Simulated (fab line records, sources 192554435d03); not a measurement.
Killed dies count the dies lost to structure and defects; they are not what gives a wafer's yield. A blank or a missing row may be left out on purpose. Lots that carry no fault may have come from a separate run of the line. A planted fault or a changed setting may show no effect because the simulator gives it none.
Problem report, 8D (eight disciplines) form, completed by code / flow n5_finfet / the parts of the form that need people (team, actions taken, sign-off) are left out

== 1. THE PROBLEM ==
At N5_HKMG_FIN_ETCH_35, run_length_s averages 278.5 s over 4 wafers from 3 lots, while fault-free wafers read 266.7 s, standard deviation 0.45. That is +26 standard deviations from the usual mean.
The step: etches SOC in N2/H2, target depth 215.8 nm, time 243.4 s.
The first sign was on wafer L944.6 at day 5 20:17, on rie_diel-02. At this step, 18 wafers from 7 lots have a number in the record. Rule for "out" (also "out of limits"): further than 4 standard deviations from the usual mean. The rest of the wafers with a number are treated as sound.

== 2. WHAT THIS IS AND IS NOT ==
question=which readings at this step | is=run_length_s | is not=drypump_motor_current_A, oes_product_au, rf_vpp_V, showerhead_plenum_p_Torr, throttle_valve_pct
question=which lots | is=L944, L945, L949 | is not=L937, L938, L951, L956
question=which wafers of those lots | is=L944.6, L945.4, L949.4, L949.6 | is not=L944.1, L945.1
question=read on which tools | is=rie_diel-02 | is not=rie_diel-06
question=when | is=from day 5 20:17 | is not=up to then (7 sound wafers); but 7 sound wafers of L945, L951, L956 came after

== 3. WHAT RULES OUT EACH SUSPECT ==
Counting: any tool at a process step up to the reading remains a suspect provided it ran every lot that is out. Sound lots after the first of them don't rule it out here, since some wafers of a struck lot are sound.
- rie_diel-02 at N5_HKMG_FIN_DESCUM_17 (chemistry O2, time 7.9 s): kept. It processed each lot that is out (first: L944, day 5 19:59); up to then, its last sound lot is L938 (day 4 14:08).
- rie_diel-02 at N5_HKMG_FIN_ETCH_31 (etches SiARC in CF4, target depth 45.5 nm, time 75.8 s): kept. It processed each lot that is out (first: L944, day 5 20:02); up to then, its last sound lot is L938 (day 4 14:10).
- rie_diel-02 at N5_HKMG_FIN_ETCH_32 (etches SOC in N2/H2, target depth 240 nm, time 300 s): kept. It processed each lot that is out (first: L944, day 5 20:05); up to then, its last sound lot is L938 (day 4 14:14).
- rie_diel-02 at N5_HKMG_FIN_STRIP_34 (strips in CF4): kept. It processed each lot that is out (first: L944, day 5 20:16); up to then, its last sound lot is L938 (day 4 14:25).
- rie_diel-02 at N5_HKMG_FIN_ETCH_35 (etches SOC in N2/H2, target depth 215.8 nm, time 243.4 s): kept. It processed each lot that is out (first: L944, day 5 20:17); up to then, its last sound lot is L938 (day 4 14:26). Out on those wafers are its own readings of run_length_s.
Left after counting: rie_diel-02 at N5_HKMG_FIN_DESCUM_17, rie_diel-02 at N5_HKMG_FIN_ETCH_31, rie_diel-02 at N5_HKMG_FIN_ETCH_32, rie_diel-02 at N5_HKMG_FIN_STRIP_34, rie_diel-02 at N5_HKMG_FIN_ETCH_35.

== 4. THE CAUSE (what the simulator had put in) ==
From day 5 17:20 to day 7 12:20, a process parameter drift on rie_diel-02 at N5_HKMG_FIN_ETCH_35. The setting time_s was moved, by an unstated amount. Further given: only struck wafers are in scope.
5 suspects survive the count, and this tool is in that group.

== 5. THE EFFECT CHAIN, in route order ==
One row per reading whose mean, taken over the struck wafers that have a number, lies over 3 standard deviations from the usual. Only readings whose record carries a usual standard deviation are examined. hours: median over the lots of the time between each lot's start at the first step of this table that gives one and its start at this step. sigmas: the change, counted in usual standard deviations.
hours=0; step=N5_HKMG_FIN_ETCH_35; reading=run_length_s; usual=266.7 s; on struck wafers=278.5; change=+11.8; sigmas=+26
Process steps it contains:
- N5_HKMG_FIN_ETCH_35: etches SOC in N2/H2, target depth 215.8 nm, time 243.4 s.
Later steps that measure or inspect, where all struck wafers having a row at the step show a number for every such reading and not one has moved that far: N5_BEOL_M4_RC_MEAS_101.

== 6. WHAT WOULD HAVE CAUGHT IT SOONER ==
First out-of-limits reading in this record: day 5 20:17, which is 3 hours after fault onset at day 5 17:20.
